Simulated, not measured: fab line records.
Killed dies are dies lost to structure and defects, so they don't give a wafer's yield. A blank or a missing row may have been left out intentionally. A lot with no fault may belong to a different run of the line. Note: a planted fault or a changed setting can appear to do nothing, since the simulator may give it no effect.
Lot-split experiment / flow n5 finfet / route with 1938 steps; 7 lots, 21 wafers read

== THE SPLIT ITSELF ==
At N5_MOL_CONTACT_COAG_PECVD_31 (deposits SiO2 from TEOS/O2, target thk 46 nm, time 8.9 s), the setting temp c was moved away from the recipe's 400 C on 7 of the 21 wafers read, by -2.2% to +3.8%. For the rest of the wafers, this setting stayed at what the recipe calls for.

== FROM THE SPLIT TO THE READING: what the file shows between them, 10 steps ==
- N5_MOL_CONTACT_COAG_COAT_76: time 60 s, resist thk 10 nm (also split here: spin rpm)
- N5_MOL_CONTACT_COAG_COAT_77: time 60 s, resist thk 10 nm
- N5_MOL_CONTACT_COAG_COAT_78: resist thk 40 nm
- N5_MOL_CONTACT_COAG_DESCUM_88: chemistry O2, time 7 s
- N5_MOL_CONTACT_COAG_ETCH_89: etches underlayer in N2/H2, target depth 13 nm, time 10.4 s
- N5_MOL_CONTACT_COAG_ETCH_90: etches SiARC in CF4, target depth 13 nm, time 21.7 s
- N5_MOL_CONTACT_COAG_ALD_131: deposits SiO2, target thk 5 nm, pulse time 1 s, co reactant pulse time 1 s
- N5_MOL_CONTACT_COAG_ETCHBACK_132: etches SiO2 in CHF3, target depth 10 nm, time 6.7 s
- N5_MOL_CONTACT_COAG_ETCHBACK_135: etches SiO2 in CHF3, target depth 25 nm, time 16.7 s
- N5_MOL_CONTACT_COAG_STRIP_118: strips in CHF3

== THE READING ==
etch.depth nm (the simulator's own value, which no gauge read), in nm, at N5_MOL_CONTACT_COAG_VIA_ETCH_46 (etches SiO2 in C4F6/O2, target depth 46 nm, overetch 9.2 nm, time 40 s). The file does not state a usual value for it. Average 46.50 nm, standard deviation 0.44 nm, over the 14 wafers here run with the recipe.

wafer=L079.1; tool, chamber at the split=pecvd-03, 0; temp c as run, C=415; against the recipe=+3.8%; etch.depth nm, nm=42.21; against lot-mates on the recipe=-4.59
wafer=L079.2; tool, chamber at the split=pecvd-03, 1; temp c as run, C=400; against the recipe=recipe; etch.depth nm, nm=46.46; against lot-mates on the recipe=-
wafer=L079.6; tool, chamber at the split=pecvd-03, 2; temp c as run, C=400; against the recipe=recipe; etch.depth nm, nm=47.13; against lot-mates on the recipe=-
wafer=L080.2; tool, chamber at the split=pecvd-02, 0; temp c as run, C=400; against the recipe=recipe; etch.depth nm, nm=45.94; against lot-mates on the recipe=-
wafer=L080.3; tool, chamber at the split=pecvd-02, 1; temp c as run, C=400; against the recipe=recipe; etch.depth nm, nm=46.4; against lot-mates on the recipe=-
wafer=L080.5; tool, chamber at the split=pecvd-02, 1; temp c as run, C=400; against the recipe=recipe; etch.depth nm, nm=46.87; against lot-mates on the recipe=-
wafer=L082.2; tool, chamber at the split=pecvd-04, 1; temp c as run, C=404.8; against the recipe=+1.2%; etch.depth nm, nm=44.58; against lot-mates on the recipe=-1.63
wafer=L082.3; tool, chamber at the split=pecvd-04, 0; temp c as run, C=400; against the recipe=recipe; etch.depth nm, nm=45.97; against lot-mates on the recipe=-
wafer=L082.5; tool, chamber at the split=pecvd-04, 1; temp c as run, C=400; against the recipe=recipe; etch.depth nm, nm=46.45; against lot-mates on the recipe=-
wafer=L085.1; tool, chamber at the split=pecvd-04, 1; temp c as run, C=413.4; against the recipe=+3.3%; etch.depth nm, nm=41.85; against lot-mates on the recipe=no lot-mate on the recipe
wafer=L085.2; tool, chamber at the split=pecvd-04, 2; temp c as run, C=413.4; against the recipe=+3.3%; etch.depth nm, nm=42.35; against lot-mates on the recipe=no lot-mate on the recipe
wafer=L085.5; tool, chamber at the split=pecvd-04, 1; temp c as run, C=413.4; against the recipe=+3.3%; etch.depth nm, nm=42.64; against lot-mates on the recipe=no lot-mate on the recipe
wafer=L093.2; tool, chamber at the split=pecvd-03, 1; temp c as run, C=400; against the recipe=recipe; etch.depth nm, nm=46.34; against lot-mates on the recipe=-
wafer=L093.4; tool, chamber at the split=pecvd-03, 2; temp c as run, C=400; against the recipe=recipe; etch.depth nm, nm=47.18; against lot-mates on the recipe=-
wafer=L093.5; tool, chamber at the split=pecvd-03, 1; temp c as run, C=393.6; against the recipe=-1.6%; etch.depth nm, nm=48.83; against lot-mates on the recipe=+2.07
wafer=L094.1; tool, chamber at the split=pecvd-04, 0; temp c as run, C=400; against the recipe=recipe; etch.depth nm, nm=45.9; against lot-mates on the recipe=-
wafer=L094.3; tool, chamber at the split=pecvd-04, 1; temp c as run, C=400; against the recipe=recipe; etch.depth nm, nm=47.03; against lot-mates on the recipe=-
wafer=L094.5; tool, chamber at the split=pecvd-04, 1; temp c as run, C=400; against the recipe=recipe; etch.depth nm, nm=46.62; against lot-mates on the recipe=-
wafer=L097.2; tool, chamber at the split=pecvd-04, 2; temp c as run, C=400; against the recipe=recipe; etch.depth nm, nm=45.9; against lot-mates on the recipe=-
wafer=L097.3; tool, chamber at the split=pecvd-04, 0; temp c as run, C=391.1; against the recipe=-2.2%; etch.depth nm, nm=48.42; against lot-mates on the recipe=+2.06
wafer=L097.6; tool, chamber at the split=pecvd-04, 2; temp c as run, C=400; against the recipe=recipe; etch.depth nm, nm=46.82; against lot-mates on the recipe=-

THE FIT
A straight line over all 21 wafers: etch.depth nm changes by -1.2 nm for each +1% of temp c; r = -0.97; the points scatter about the line by 0.47 nm.
The same after taking each lot's own level away (the mean of its wafers on the recipe; 18 wafers): -1.17 nm for each +1%; r = -0.96; scatter 0.4 nm.
That fit puts the effect of the largest move of temp c on the reading at 4.4 nm.
The span of the lots' own levels, 46.210 to 46.795 nm, comes to 1.3 times the standard deviation stated above.
The two slopes are in agreement: the lot-to-lot level therefore moves the slope only a little.
Check: -4.18 nm against its lot-mates is what the line predicts for one of the wafers moved furthest among these (+3.8%) when that wafer is left out of the fit. Against them it came out at -4.59 nm.

== THE OTHER SPLITS THESE WAFERS WENT THROUGH ==
Other splits were also applied to these wafers ahead of the reading. Each is held against what the fit with the lots' levels taken away leaves over:
other split on the same wafers=N5_GATE_CUT_COAT_34 spin rpm; wafers away from the commonest value=6; r with etch.depth nm (lot level and that fit taken away)=+0.19
other split on the same wafers=N5_GATE_CUT_DESCUM_18 time s; wafers away from the commonest value=10; r with etch.depth nm (lot level and that fit taken away)=+0.04
other split on the same wafers=N5_MOL_CONTACT_COAG_COAT_76 spin rpm; wafers away from the commonest value=3; r with etch.depth nm (lot level and that fit taken away)=+0.15

== THE WHOLE CHAIN: every reading that the file lists as answering this split, in the file's order ==
step=N5_MOL_CONTACT_COAG_PECVD_31; what it does=deposits SiO2 from TEOS/O2, target thk 46 nm, time 8.9 s; reading=SiO2_of_MOL_CONTACT_COAG_PECVD_31.thk nm (the simulator's own value, which no gauge read); change (the file's fit)=-1.17 nm for each +1% of the setting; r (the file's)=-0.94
step=N5_MOL_CONTACT_COAG_VIA_ETCH_46; what it does=etches SiO2 in C4F6/O2, target depth 46 nm, overetch 9.2 nm, time 40 s; reading=etch.depth nm (the simulator's own value, which no gauge read); change (the file's fit)=-1.17 nm for each +1% of the setting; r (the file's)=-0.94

== THE FILE'S OWN FIT ==
etch.depth nm changes by -1.17 nm for each +1% of temp c, r = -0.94.
